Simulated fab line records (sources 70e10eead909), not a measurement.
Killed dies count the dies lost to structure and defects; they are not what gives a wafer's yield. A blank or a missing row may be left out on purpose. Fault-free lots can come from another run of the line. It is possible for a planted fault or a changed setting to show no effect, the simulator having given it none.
Chamber matching ; flow nand-harc ; NHARC_A_SGD_CUT_ETCHBACK_24 on rie-diel-02: 4 sister chambers
The step etches the open film in CH3F/O2, target depth 50 nm, time 92.857 s. 4 wafers are shown with their chamber, then 7 later ones without.

WAFERS PAIRED WITH THEIR CHAMBERS
wafer;chamber;drypump-motor-current-A (A)
L077.6;0;5.6
L085.4;3;5.5
L085.6;1;4.9
L089.5;2;5.3

WAFERS WHOSE CHAMBER IS MISSING
wafer;drypump-motor-current-A (A)
L089.6;5.5
L095.1;5.5
L095.2;5.3
L095.4;5.7
L097.1;5.3
L097.2;5.6
L097.4;5.0

WHICH CHAMBER EACH WENT THROUGH
wafer;from the rows above;in truth
L089.6;can't be placed: 3 or 0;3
L095.1;can't be placed: 3 or 0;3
L095.2;2;2
L095.4;can't be placed: 0 or 3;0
L097.1;2;2
L097.2;can't be placed: 0 or 3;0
L097.4;1;1
Placed correctly: 3 of 7. Unplaceable from these rows: 4, with the true chamber sitting among the candidates in 4. Placed wrongly: 0.
How it was worked out, from the rows above alone: a wafer's distance from a chamber is the root of the sum, over the readings, of the square of ((its reading less the chamber's mean) divided by the reading's scatter). If the next closest chamber is less than 2 further off than the closest, the wafer can't be placed; otherwise it belongs to the closest. The mean given for a chamber averages the wafers shown for that chamber. The scatter: root of mean squared gap, hidden wafer to nearest shown wafer, with one shown wafer a chamber.
